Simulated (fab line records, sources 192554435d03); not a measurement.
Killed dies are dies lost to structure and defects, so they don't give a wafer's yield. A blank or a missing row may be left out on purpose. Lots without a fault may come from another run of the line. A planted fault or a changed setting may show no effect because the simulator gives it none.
fab line records | flow n5_finfet
record lots=11 wafers=33 last_day=17
route steps=1938 shown BEOL_M11@1578 PASSIVATION@1936
lots that met no fault: from a run of the same line without faults
start_h: hours from the record's first day to the start of the lot's first wafer shown | wait_h: hours since the lot's step before | " the same as in the row above | L1.1+2: a row that stands for several wafers | - no value, or no start given | * or withheld: withheld | < > ~ a bound
route shown NAME@n: a module of which the file shows steps, and the number in the route of the first | usual: mean/standard deviation of fault-free wafers | same: alike in all rows | chamber/n: place in a boat | sites: the reading at each site | _std_site: their standard deviation | _edge_site: outer sites' mean less inner sites' | radius_mm: how far each site lies from the wafer's centre | mask NAME#n: copy n | behind: the tool/chamber that last shaped the wafer | hold: why the lot was held/for how many hours/how that ended | device: the transistor (n, p or np) that didn't switch | end of line: the same wafers' tests at the end of the route | a step without rows: its recipe alone | killed: dies lost to structure and defects at the first sort, not the wafer's yield | map: a wafer's dies, x killed, . not, _ none there
set.NAME: the setting as run; set.NAME@STEP: as run at that earlier step | model.NAME: the simulator's own value behind a step, which no gauge read
steps of the route over a sample of lots; a table a step, a row a wafer
services: from which hour (start_h, from the record's first day; less than 0 if before it) a tool's chamber was out of use, for how many hours, and why
## steps
# step N5_BEOL_M11_TRENCH_ETCH_37
# recipe chemistry=C4F6/O2 target_depth_a=1488.3 target=SiCOH_lowk time_s=48 ion_energy_ev=250 pressure_mtorr=30 source_w=345 bias_w=185 Ar_flow_sccm=300 C4F6_flow_sccm=10 O2_flow_sccm=10
# usual drypump_motor_current_A=5.6/0.5 oes_product_au=0.82/0.065 rf_vpp_V=667/5.3 showerhead_plenum_p_Torr=2.87/0.085 throttle_valve_pct=20.85/0.2
# columns lot.wafer tool chamber start_h wait_h drypump_motor_current_A oes_product_au rf_hours_counter_h rf_vpp_V showerhead_plenum_p_Torr throttle_valve_pct
L877.2 rie_diel-01 0 - - 5.8 0.83 62 668 3.01 21.09
L877.3 " 2 " " 4.8 0.82 95 666 2.75 20.61
L877.4 " 3 " " 5.5 0.87 49 678 2.90 20.89
L878.1 rie_diel-01 0 - - 5.8 0.83 65 667 3.01 21.08
L878.4 " 3 " " 5.5 0.86 53 680 2.90 20.88
L878.5 " 0 " " 5.8 0.82 - 668 3.01 21.08
L880.2 rie_diel-03 3 - - 5.8 0.89 45 668 2.89 20.82
L880.3 " 2 " " 6.4 0.85 55 658 3.00 20.75
L880.4 " 2 " " 6.4 0.85 - 662 3.00 20.75
L882.1 rie_diel-01 0 - - 5.8 0.82 66 668 3.01 21.08
L882.4 " 3 " " 5.5 0.85 53 679 2.90 20.89
L882.6 " 0 " " 5.8 0.83 - 668 3.01 21.08
L883.3 rie_diel-03 1 - - 6.6 0.71 230 666 2.92 21.02
L883.4 " 2 " " 6.4 0.84 63 661 3.00 20.77
L883.5 " 0 " " 5.7 0.89 - 672 2.79 20.42
L885.1 rie_diel-01 2 - - 4.9 0.81 109 665 2.75 20.64
L885.4 " 1 " " 5.7 0.77 165 670 2.84 20.90
L885.6 " 3 " " 5.5 0.85 - 679 2.89 20.91
L886.1 rie_diel-02 1 - - 5.8 0.92 17 666 2.80 21.06
L886.4 " 0 " " 6.1 0.73 - 665 2.94 20.55
L886.5 " 2 " " 5.1 0.77 - 660 2.76 21.02
L897.1 rie_diel-02 1 - - 5.8 0.88 41 665 2.79 21.09
L897.3 " 0 " " 6.1 0.72 202 664 2.92 20.58
L897.4 " 2 " " 5.1 0.76 134 659 2.75 21.04
L898.2 rie_diel-02 1 - - 5.8 0.89 41 664 2.79 21.09
L898.4 " 2 " " 5.1 0.76 135 659 2.75 21.06
L898.5 " 3 " " 4.9 0.88 - 670 2.90 20.80
L899.1 rie_diel-03 2 - - 6.4 0.81 92 661 2.99 20.82
L899.3 " 1 " " 6.6 0.98 1 666 2.91 20.65
L899.6 " 1 " " 6.6 0.98 - 665 2.91 20.65
L900.3 rie_diel-01 2 - - 4.9 0.78 139 663 2.73 20.68
L900.4 " 3 " " 5.5 0.81 96 679 2.88 20.93
L900.6 " 2 " " 4.9 0.78 - 664 2.73 20.67
# step N5_BEOL_M11_ECD_50
# recipe material=Cu target_thk_a=3180
# columns lot.wafer tool chamber start_h wait_h
L877.2+3+4 ecd_cu-01 1,0,1 231.71 0.1
L878.1+4+5 ecd_cu-01 0,1,1 244.20 0.1
L880.2+3+4 ecd_cu-02 1,1,0 246.44 0.1
L882.1+4+6 ecd_cu-01 0,1,1 246.55 0.1
L883.3+4+5 ecd_cu-01 0,1,1 270.51 0.1
L885.1+4+6 ecd_cu-01 1,0,1 276.37 0.1
L886.1+4+5 ecd_cu-01 0,1,0 285.21 0.1
L897.1+3+4 ecd_cu-01 0,0,1 359.22 0.1
L898.2+4+5 ecd_cu-01 0 362.10 0.1
L899.1+3+6 ecd_cu-01 0,1,1 369.83 0.1
L900.3+4+6 ecd_cu-01 0,1,1 374.62 0.1
# step N5_BEOL_M11_ANNEAL_51
# recipe temp_c=225 time_s=90 ambient=N2
# usual wafer_temp_C_max=226.1/0.5
# columns lot.wafer tool chamber start_h wait_h wafer_temp_C_max
L877.2 rtp_anneal-02 0 232.40 0.7 226.7
L877.3 " 0 " " 226.6
L877.4 " 0 " " 226.2
L878.1 rtp_anneal-02 0 244.49 0.3 226.4
L878.4 " 0 " " 226.7
L878.5 " 0 " " 226.8
L880.2 rtp_anneal-02 0 246.59 0.1 226.2
L880.3 " 0 " " 226.5
L880.4 " 0 " " 226.3
L882.1 rtp_anneal-01 0 246.66 0.1 225.4
L882.4 " 0 " " 225.6
L882.6 " 0 " " 225.9
L883.3 rtp_anneal-01 0 270.69 0.1 226.2
L883.4 " 0 " " 225.8
L883.5 " 0 " " 225.8
L885.1 rtp_anneal-01 0 276.93 0.5 225.8
L885.4 " 0 " " 225.7
L885.6 " 0 " " 225.8
L886.1 rtp_anneal-02 0 285.32 0.1 226.1
L886.4 " 0 " " 226.3
L886.5 " 0 " " 226.6
L897.1 rtp_anneal-02 0 359.33 0.1 226.6
L897.3 " 0 " " 226.8
L897.4 " 0 " " 226.9
L898.2 rtp_anneal-01 0 362.47 0.3 225.8
L898.4 " 0 " " 225.8
L898.5 " 0 " " 225.8
L899.1 rtp_anneal-02 0 369.94 0.1 226.9
L899.3 " 0 " " 226.4
L899.6 " 0 " " 226.3
L900.3 rtp_anneal-01 0 374.79 0.1 225.3
L900.4 " 0 " " 225.5
L900.6 " 0 " " 225.5
# step N5_BEOL_M11_CMP_52
# recipe stop_on=SiCOH_lowk t_overpolish_s=7 down_force_psi=1 platen_rpm=50 clearing_platen_down_force_psi=1.5 clearing_platen_rpm=50 post_cmp_clean=cu_alkaline target_thk_nm=140 clearing_platen_pad_velocity_m_s=0.99484 pad_velocity_m_s=0.99484
# usual motor_current_A=6.4/0.59 platen_rpm=50.00/0.032 time_to_endpoint_s=65.7/2.6
# columns lot.wafer tool chamber start_h wait_h motor_current_A platen_rpm time_to_endpoint_s
L877.3 cmp-03 2 232.71 0.2 6.6 50.05 62.8
L877.4 " 3 " " 6.6 49.98 64.0
L877.2 " 0 " " 6.3 50.03 63.4
L878.1 cmp-02 2 244.81 0.3 5.9 50.01 67.5
L878.4 " 3 " " 5.7 49.97 64.8
L878.5 " 3 " " 5.8 50.01 68.2
L880.3 cmp-02 2 246.86 0.2 5.8 49.98 66.7
L880.2 " 3 " " 6.0 50.06 66.2
L880.4 " 1 " " 6.9 50.01 62.7
L882.1 cmp-03 0 246.95 0.3 6.2 49.99 71.1
L882.4 " 1 " " 6.6 50.01 67.3
L882.6 " 1 " " 6.2 50.01 68.2
L883.3 cmp-04 3 270.97 0.2 6.2 49.99 65.3
L883.4 " 0 " " 5.2 49.98 67.4
L883.5 " 2 " " 6.8 50.04 66.6
L885.1 cmp-03 2 277.26 0.3 7.1 49.99 62.6
L885.4 " 0 " " 6.4 49.95 96.8
L885.6 " 2 " " 6.8 50.02 99.7
L886.4 cmp-02 0 285.62 0.1 5.1 49.98 98.8
L886.1 " 2 " " 6.1 50.08 68.1
L886.5 " 0 " " 5.2 50.00 65.8
L897.3 cmp-04 1 359.63 0.2 6.9 49.98 66.3
L897.4 " 3 " " 6.3 49.99 66.6
L897.1 " 0 " " 5.4 49.99 64.7
L898.2 cmp-02 1 362.72 0.2 6.9 49.98 67.4
L898.4 " 0 " " 5.1 49.95 66.1
L898.5 " 2 " " 6.1 50.02 72.0
L899.3 cmp-03 1 370.27 0.2 6.6 49.99 64.1
L899.1 " 3 " " 6.3 50.01 63.4
L899.6 " 1 " " 6.4 49.95 64.1
L900.4 cmp-02 0 375.00 0.1 5.0 50.01 69.3
L900.3 " 2 " " 5.8 50.04 64.9
L900.6 " 1 " " 6.3 50.01 67.3
# step N5_BEOL_M11_DEP_56
# recipe material=SiCN target_thk_a=300 temp_c=withheld precursor=3MS/NH3 pressure_torr=3 rf_w=675 time_s=10.5
# usual showerhead_plenum_p_Torr=4.167/0.018 throttle_valve_pct=17.8/1
# columns lot.wafer tool chamber start_h wait_h showerhead_plenum_p_Torr throttle_valve_pct
L877.2 pecvd-01 1 233.03 0.0 4.165 17.8
L877.3 " 2 " " 4.155 17.2
L877.4 " 0 " " 4.174 19.3
L878.1 pecvd-01 0 245.16 0.0 4.178 19.2
L878.4 " 0 " " 4.169 19.1
L878.5 " 1 " " 4.163 18.0
L880.2 pecvd-01 1 247.22 0.0 4.178 17.8
L880.3 " 0 " " 4.172 19.0
L880.4 " 0 " " 4.174 19.1
L882.1 pecvd-04 1 247.31 0.0 4.163 16.3
L882.4 " 1 " " 4.152 16.5
L882.6 " 0 " " 4.191 17.8
L883.3 pecvd-04 0 271.25 0.0 4.194 17.9
L883.4 " 2 " " 4.165 17.3
L883.5 " 1 " " 4.171 16.5
L885.1 pecvd-04 1 277.58 0.0 4.167 16.7
L885.4 " 0 " " 4.180 17.7
L885.6 " 1 " " 4.153 16.6
L886.1 pecvd-02 0 285.98 0.0 4.114 19.9
L886.4 " 2 " " 4.178 16.9
L886.5 " 0 " " 4.110 19.8
L897.1 pecvd-02 1 359.98 0.0 4.151 19.1
L897.3 " 0 " " 4.114 19.9
L897.4 " 2 " " 4.175 17.0
L898.2 pecvd-04 1 363.08 0.0 4.174 16.5
L898.4 " 1 " " 4.174 16.5
L898.5 " 0 " " 4.185 18.2
L899.1 pecvd-04 0 370.59 0.0 4.195 17.6
L899.3 " 2 " " 4.166 17.6
L899.6 " 2 " " 4.170 17.4
L900.3 pecvd-01 2 375.35 0.0 4.161 17.4
L900.4 " 2 " " 4.146 17.8
L900.6 " 0 " " 4.167 19.3
# step N5_PASSIVATION_PROBE_49
# usual defect_limited_yield=91.3/1.4 killed_at_M0_to_M3=34/10 killed_at_M4_up=13/4.8 killed_at_contacts=12/6.1 killed_at_front_end=40/11 killed_at_other=3.7/2.8 killed_dies=103/16 killed_open=67/12 killed_short=34/7.4 sort_bin_5_function=5.1/0.95 sort_bin_6_memory=3.2/0.62 sort_n_pass=1077/16 sort_yield_pct=91.3/1.4
# same gross_dies=1180 killed_at_back_side=0 sort_bin_4_leakage[%]=0 sort_bin_8_speed[%]=0
# columns lot.wafer tool chamber start_h wait_h defect_limited_yield[%] killed_at_M0_to_M3 killed_at_M4_up killed_at_contacts killed_at_front_end killed_at_other killed_dies killed_open killed_short sort_bin_5_function[%] sort_bin_6_memory[%] sort_n_pass sort_yield_pct[%]
L880.2 prober-02 - 285.58 0.1 89.9 48 16 8 39 8 119 81 35 6.0 3.8 1061 89.9
L880.3 prober-02 - 285.63 0.1 91.2 46 13 14 30 1 104 62 42 5.6 2.6 1076 91.2
L880.4 prober-02 - 285.68 0.2 93.4 33 4 4 34 3 78 45 30 3.6 2.5 1102 93.4
L898.2 prober-02 - 400.49 0.1 91.0 38 17 17 33 1 106 65 37 4.2 4.0 1074 91.0
L898.4 prober-02 - 400.59 0.2 92.3 33 17 12 29 0 91 51 36 4.5 2.9 1089 92.3
L898.5 prober-02 - 400.64 0.2 91.7 37 11 12 35 3 98 63 30 5.8 1.9 1082 91.7
# killed by level:class
L880.2 BEOL_M0_SAQP:geometric_particle:open=11 BEOL_M1:geometric_particle:open=8 FIN_SAQP:geometric_particle:open=7 FIN_SAQP:geometric_particle:short=7 BEOL_M0:geometric_particle:open=7 BEOL_M4:geometric_particle:open=7 GATE_CUT:geometric_particle:short=6 MOL_CONTACT_COAG:geometric_particle:open=6
L880.3 FIN_SAQP:geometric_particle:short=11 BEOL_M1:geometric_particle:open=11 MOL_CONTACT_COAG:geometric_particle:open=10 BEOL_M0_SAQP:geometric_particle:short=10 BEOL_M4:geometric_particle:open=8 BEOL_M0_SAQP:geometric_particle:open=7 FIN_SAQP:geometric_particle:open=6 BEOL_M0:geometric_particle:open=5
L880.4 FIN_SAQP:geometric_particle:open=10 FIN_SAQP:geometric_particle:short=7 BEOL_M0_SAQP:geometric_particle:short=7 BEOL_M0:geometric_particle:open=7 BEOL_M0_SAQP:geometric_particle:open=5 BEOL_M1:geometric_particle:open=5 STI_FIN_REVEAL:geometric_particle:open=4 BEOL_M0:geometric_particle:short=4
L898.2 MOL_CONTACT_COAG:geometric_particle:open=15 BEOL_M0_SAQP:geometric_particle:open=13 BEOL_M0_SAQP:geometric_particle:short=12 BEOL_M4:geometric_particle:open=8 FIN_SAQP:geometric_particle:open=5 BEOL_M1:geometric_particle:open=5 DUMMY_GATE:geometric_particle:open=4 DUMMY_GATE:geometric_particle:short=4
L898.4 BEOL_M0_SAQP:geometric_particle:open=14 BEOL_M0_SAQP:geometric_particle:short=8 MOL_CONTACT_COAG:geometric_particle:open=7 FIN_SAQP:geometric_particle:short=6 GATE_CUT:geometric_particle:short=5 MOL_CONTACT_COAG:geometric_particle:short=5 BEOL_M4:geometric_particle:short=5 BEOL_M4:geometric_particle:open=5
L898.5 MOL_CONTACT_COAG:geometric_particle:open=10 BEOL_M0_SAQP:geometric_particle:open=9 BEOL_M0_SAQP:geometric_particle:short=8 BEOL_M0:geometric_particle:open=7 DUMMY_GATE:geometric_particle:open=5 BEOL_M3:geometric_particle:open=5 FIN_SAQP:geometric_particle:open=4 ILD0:geometric_particle:short=4
## services
# columns tool chamber start_h hours kind
rie_diel-03 3 214.67 3.1 repair
cmp-03 - 214.96 4.3 pm
rie_diel-01 0 216.59 1.2 repair
rie_diel-02 - 219.04 0.7 repair
ecd_cu-01 - 219.27 2.7 repair
cmp-03 - 223.26 2.5 repair
rie_diel-03 2 224.91 9.3 repair
cmp-02 - 230.48 1.0 repair
rie_diel-03 0 240.51 12.8 repair
rie_diel-02 3 256.42 2.8 repair
cmp-02 - 264.59 5.4 pm
rie_diel-02 2 267.02 6.3 repair
cmp-03 - 281.72 1.9 repair
cmp-03 - 285.20 0.5 repair
pecvd-01 1 289.93 18.0 repair
pecvd-01 0 293.05 6.1 repair
cmp-02 - 296.11 2.5 repair
rie_diel-01 0 301.30 18.0 repair
rie_diel-01 2 304.72 3.9 repair
pecvd-01 2 315.64 3.9 repair
cmp-02 - 316.20 11.3 repair
pecvd-01 - 318.23 0.4 repair
rtp_anneal-02 - 349.48 4.0 pm
cmp-02 - 354.08 0.9 repair
## key
first_sign step=N5_BEOL_M11_CMP_52 reading=time_to_endpoint_s direction=up sigmas=13 usual=* struck=*
effect none on later readings
met_at N5_BEOL_M11_ECD_50
struck_lots L885,L886
struck_wafers L885.4,L885.6,L886.4
not_acting_at N5_BEOL_M11_TRENCH_ETCH_37,N5_BEOL_M11_ANNEAL_51,N5_BEOL_M11_DEP_56
onset_between 270.51 276.37
fault kind=process_parameter_drift tool=ecd_cu-01 chamber=- onset_h=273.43 steps=N5_BEOL_M11_ECD_50 channel=target_thk_a offset=* shape=step end_h=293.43 scope=struck_wafers_only acts_in=* stated=*
